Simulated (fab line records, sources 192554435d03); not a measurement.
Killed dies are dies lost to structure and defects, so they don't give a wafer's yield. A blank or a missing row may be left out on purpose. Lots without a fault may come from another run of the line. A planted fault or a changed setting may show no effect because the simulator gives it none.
One fault seen from 2 desks | flow n5_finfet | each desk has only its own numbers; what lay behind them comes last

THE METROLOGY DESK
What the gauges read, lot by lot, whatever tool the lot ran on: means of the sampled wafers that have a number. A lot is out of limits, marked OUT, if its mean lies more than 4 standard deviations from the usual mean; the brackets give that distance. Of its 11 readings 7 are shown: those that lie furthest out on some lot.
Columns: A = DIBL_N at N5_BEOL_M4_RC_MEAS_101, usual 36.0 mV/V; B = DIBL_P at N5_BEOL_M4_RC_MEAS_101, usual 36.0 mV/V; C = IOFF_N at N5_BEOL_M4_RC_MEAS_101, usual 0.155 nA/um; D = IOFF_P at N5_BEOL_M4_RC_MEAS_101, usual 0.20 nA/um; E = SS_N at N5_BEOL_M4_RC_MEAS_101, usual 71.5 mV/dec; F = SS_P at N5_BEOL_M4_RC_MEAS_101, usual 73.2 mV/dec; G = VT_N at N5_BEOL_M4_RC_MEAS_101, usual 250.4 mV
lot  | first seen here | A    | B    | C     | D    | E    | F    | G
L689 | day 7 04:14     | 35.5 | 35.3 | 0.158 | 0.22 | 71.8 | 72.7 | 247.5
L691 | day 7 13:53     | 35.5 | 34.7 | 0.134 | 0.20 | 71.4 | 73.0 | 251.8
L692 | day 8 15:31     | 40.5 | 40.1 | 0.216 | 0.27 | 72.5 | 74.4 | 247.4
L694 | day 8 22:59     | 37.3 | 37.8 | 0.178 | 0.23 | 72.1 | 73.7 | 248.9
L695 | day 9 01:18     | 37.0 | 36.6 | 0.160 | 0.20 | 71.3 | 73.0 | 249.6
L700 | day 9 18:53     | 35.8 | 35.6 | 0.170 | 0.20 | 71.8 | 73.6 | 248.4
L701 | day 10 02:43    | 34.0 | 33.3 | 0.133 | 0.20 | 70.6 | 73.2 | 249.9
L703 | day 10 23:12    | 36.0 | 36.1 | 0.128 | 0.17 | 71.1 | 73.0 | 257.4
L710 | day 12 12:29    | 37.1 | 35.7 | 0.166 | 0.22 | 71.4 | 73.5 | 249.6
L709 | day 12 16:17    | 33.5 | 33.7 | 0.129 | 0.17 | 71.0 | 72.8 | 253.2
This desk's finding: nothing out of limits on any of the 10 lots.

THE TOOL OWNER'S DESK: ald_sin-04
The tool's own readings at N5_BEOL_M2_ALD_98 (deposits SiO2, target thk 2.5 nm, pulse time 1 s, co reactant pulse time 1 s): means of the sampled wafers that have a number, for each lot that ran on this tool. A lot is out of limits, marked OUT, if its mean lies more than 4 standard deviations from the usual mean; the brackets give that distance.
Columns: A = heater_power_w at N5_BEOL_M2_ALD_98, usual 81 W; B = precursor_pulse_height_rel at N5_BEOL_M2_ALD_98, usual 1.000
lot  | first seen here | A  | B
L689 | day 7 04:29     | 75 | 1.015
L691 | day 7 14:37     | 93 | 1.012
L700 | day 9 19:10     | 79 | 1.003
L703 | day 10 23:58    | 82 | 0.992
This desk's finding: nothing out of limits on any of the 4 lots.

PUT TOGETHER
The metrology desk saw nothing out of limits.
The tool owner's desk saw nothing out of limits.

WHAT THE SIMULATOR HAD PUT IN
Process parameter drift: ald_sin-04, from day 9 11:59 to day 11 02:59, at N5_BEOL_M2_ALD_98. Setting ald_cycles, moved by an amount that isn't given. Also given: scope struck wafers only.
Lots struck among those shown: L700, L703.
